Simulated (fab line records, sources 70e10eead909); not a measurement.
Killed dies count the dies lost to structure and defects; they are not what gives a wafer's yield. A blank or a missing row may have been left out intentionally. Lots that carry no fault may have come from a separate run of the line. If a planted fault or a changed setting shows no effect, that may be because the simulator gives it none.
Which of the tools did it? / flow nand_harc / 12 lots with 36 wafers sampled at 2 steps, on a route of 1159 steps

WHAT THE GAUGES SHOWED, per wafer
NHARC_P_CONTACT_CD_MEAS_12 targets a cd of 90 nm.
lot=L075; measured=day 5 14:16; on=cd_sem-01; cd_nm (nm)=89.4 91.0 90.7
lot=L076; measured=day 6 06:37; on=cd_sem-01; cd_nm (nm)=90.0 89.5 89.9
lot=L080; measured=day 6 17:52; on=cd_sem-02; cd_nm (nm)=90.4 90.0 90.5
lot=L081; measured=day 7 11:06; on=cd_sem-01; cd_nm (nm)=91.4 91.1 91.2
lot=L083; measured=day 8 00:46; on=cd_sem-02; cd_nm (nm)=89.8 89.8 90.6
lot=L085; measured=day 8 06:04; on=cd_sem-03; cd_nm (nm)=90.2 89.9 89.6
lot=L087; measured=day 8 21:46; on=cd_sem-03; cd_nm (nm)=89.2 89.4 89.9
lot=L088; measured=day 9 05:21; on=cd_sem-01; cd_nm (nm)=89.3 89.6 89.7
lot=L091; measured=day 9 14:16; on=cd_sem-02; cd_nm (nm)=90.2 89.2 90.1
lot=L093; measured=day 10 15:44; on=cd_sem-02; cd_nm (nm)=90.3 89.7 90.1
lot=L095; measured=day 10 21:09; on=cd_sem-02; cd_nm (nm)=89.9 89.1 88.7
lot=L097; measured=day 11 07:46; on=cd_sem-02; cd_nm (nm)=90.1 89.6 90.8

TOOL THAT RAN EACH LOT (tool first, then ch and the chambers of the sampled wafers, then the start)
lot=L075; NHARC_P_CONTACT_DEP_30=pecvd-01 ch 0,1,2, day 5 12:50
lot=L076; NHARC_P_CONTACT_DEP_30=pecvd-01 ch 0,1, day 6 05:03
lot=L080; NHARC_P_CONTACT_DEP_30=pecvd-04 ch 0,1,2, day 6 16:23
lot=L081; NHARC_P_CONTACT_DEP_30=pecvd-04 ch 0,1, day 7 09:34
lot=L083; NHARC_P_CONTACT_DEP_30=pecvd-03 ch 0,1,2, day 7 23:13
lot=L085; NHARC_P_CONTACT_DEP_30=pecvd-04 ch 1,2, day 8 04:32
lot=L087; NHARC_P_CONTACT_DEP_30=pecvd-01 ch 0,1,2, day 8 20:20
lot=L088; NHARC_P_CONTACT_DEP_30=pecvd-03 ch 0,1,2, day 9 03:49
lot=L091; NHARC_P_CONTACT_DEP_30=pecvd-01 ch 0,1,2, day 9 12:44
lot=L093; NHARC_P_CONTACT_DEP_30=pecvd-01 ch 1,2, day 10 14:13
lot=L095; NHARC_P_CONTACT_DEP_30=pecvd-04 ch 0,1,2, day 10 19:37
lot=L097; NHARC_P_CONTACT_DEP_30=pecvd-03 ch 0,1,2, day 11 06:14
- NHARC_P_CONTACT_DEP_30: deposits SiNx, target thk 30 nm.

THE ANSWER, worked out from the rows above alone
Rule: the usual values come from the lots themselves. The widest of any qualifying gaps counts: lots, ordered by their means at a reading, are off when they make up no more than a third of the lots, leave a main group of 4 or more, and stand apart from it by 3 or more times the standard deviation of that group's means. Not used: any main group whose means are identical at the precision the tables above print for the reading. Also off: a lot with no number at a reading for which 4 or more lots have one. The other lots that the step has rows for count as sound.
No lot is off at any reading shown: from this, nothing can be told.

WHAT THE SIMULATOR PUT IN
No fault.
